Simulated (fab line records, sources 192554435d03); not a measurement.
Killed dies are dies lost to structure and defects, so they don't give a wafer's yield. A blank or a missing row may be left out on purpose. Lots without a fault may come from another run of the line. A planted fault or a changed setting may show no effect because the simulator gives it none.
Split-lot experiment | flow n5_finfet | 7 lots, 21 wafers read, on a route of 1938 steps

THE SPLIT
At N5_BEOL_M14_TRENCH_ETCH_34 (etches SiO2 in C4F8/O2/Ar, target depth 556.65 nm, time 126.9 s), the setting bias_w was moved away from the recipe's 2040 W on 5 of the 21 wafers read, by +10.6% to +17.5%. The other wafers ran this setting at the recipe's value.

The reading is taken at the split's own step.

THE READING
rf_vpp_V, in V, at N5_BEOL_M14_TRENCH_ETCH_34 (etches SiO2 in C4F8/O2/Ar, target depth 556.65 nm, time 126.9 s). Fault-free wafers of this fab line usually give 2230 V, standard deviation 31 V.

wafer  | tool, chamber at the split | bias_w as run, W | against the recipe | rf_vpp_V, V | against lot-mates on the recipe
L078.4 | rie_diel-01, 0             | 2040             | recipe             | 2260        | -
L078.5 | rie_diel-01, 1             | 2040             | recipe             | 2254        | -
L078.6 | rie_diel-01, 0             | 2256             | +10.6%             | 2422        | +165
L081.1 | rie_diel-02, 1             | 2389             | +17.1%             | 2509        | +314
L081.3 | rie_diel-02, 3             | 2040             | recipe             | 2195        | -
L081.5 | rie_diel-02, 2             | 2389             | +17.1%             | 2496        | +301
L080.1 | rie_diel-02, 1             | 2040             | recipe             | 2253        | -
L080.2 | rie_diel-02, 3             | 2040             | recipe             | 2194        | -
L080.6 | rie_diel-02, 1             | 2040             | recipe             | 2251        | -
L084.2 | rie_diel-02, 3             | 2040             | recipe             | 2194        | -
L084.5 | rie_diel-02, 3             | 2040             | recipe             | 2193        | -
L084.6 | rie_diel-02, 2             | 2040             | recipe             | 2242        | -
L083.1 | rie_diel-02, 2             | 2040             | recipe             | 2242        | -
L083.2 | rie_diel-02, 1             | 2040             | recipe             | 2253        | -
L083.4 | rie_diel-02, 2             | 2040             | recipe             | 2242        | -
L088.1 | rie_diel-01, 0             | 2398             | +17.5%             | 2523        | +269
L088.3 | rie_diel-01, 2             | 2398             | +17.5%             | 2455        | +201
L088.4 | rie_diel-01, 1             | 2040             | recipe             | 2254        | -
L091.1 | rie_diel-01, 3             | 2040             | recipe             | 2184        | -
L091.4 | rie_diel-01, 1             | 2040             | recipe             | 2255        | -
L091.6 | rie_diel-01, 3             | 2040             | recipe             | 2183        | -

THE FIT
A straight line over all 21 wafers: rf_vpp_V changes by +15.6 V for each +1% of bias_w; r = +0.97; the points scatter about the line by 31 V.
The same after taking each lot's own level away (the mean of its wafers on the recipe; 21 wafers): +15.6 V for each +1%; r = +0.97; scatter 29 V.
On that fit, the largest move of bias_w shifts the reading by 2.7e+02 V.
The lots' own levels span 2195.0 to 2257.0 V, that is 2.0 times the standard deviation above.
So the lot-to-lot level changes the slope little: the two slopes agree.
Check: with one of the wafers moved furthest among these (+17.5%) left out of the fit, the line predicts +276 V for it against its lot-mates. It came out at +269 V against them.
Tool readings at the split's step, against how far the setting was moved: rf_vpp_V r = +0.97.

OTHER SPLITS ON THESE WAFERS
These wafers also went through other splits before the reading. Each is held against what the fit with the lots' levels taken away leaves over:
other split on the same wafers | wafers away from the commonest value | r with rf_vpp_V (lot level and that fit taken away)
N5_BEOL_M11_COAT_22 spin_rpm   | 8                                    | -0.13
N5_BEOL_M12_COAT_66 spin_rpm   | 8                                    | -0.28
N5_BEOL_M13_COAT_22 spin_rpm   | 6                                    | +0.01
N5_BEOL_M14_ETCH_68 time_s     | 4                                    | -0.35

THE FILE'S OWN FIT
rf_vpp_V changes by +15.6 V for each +1% of bias_w, r = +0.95.
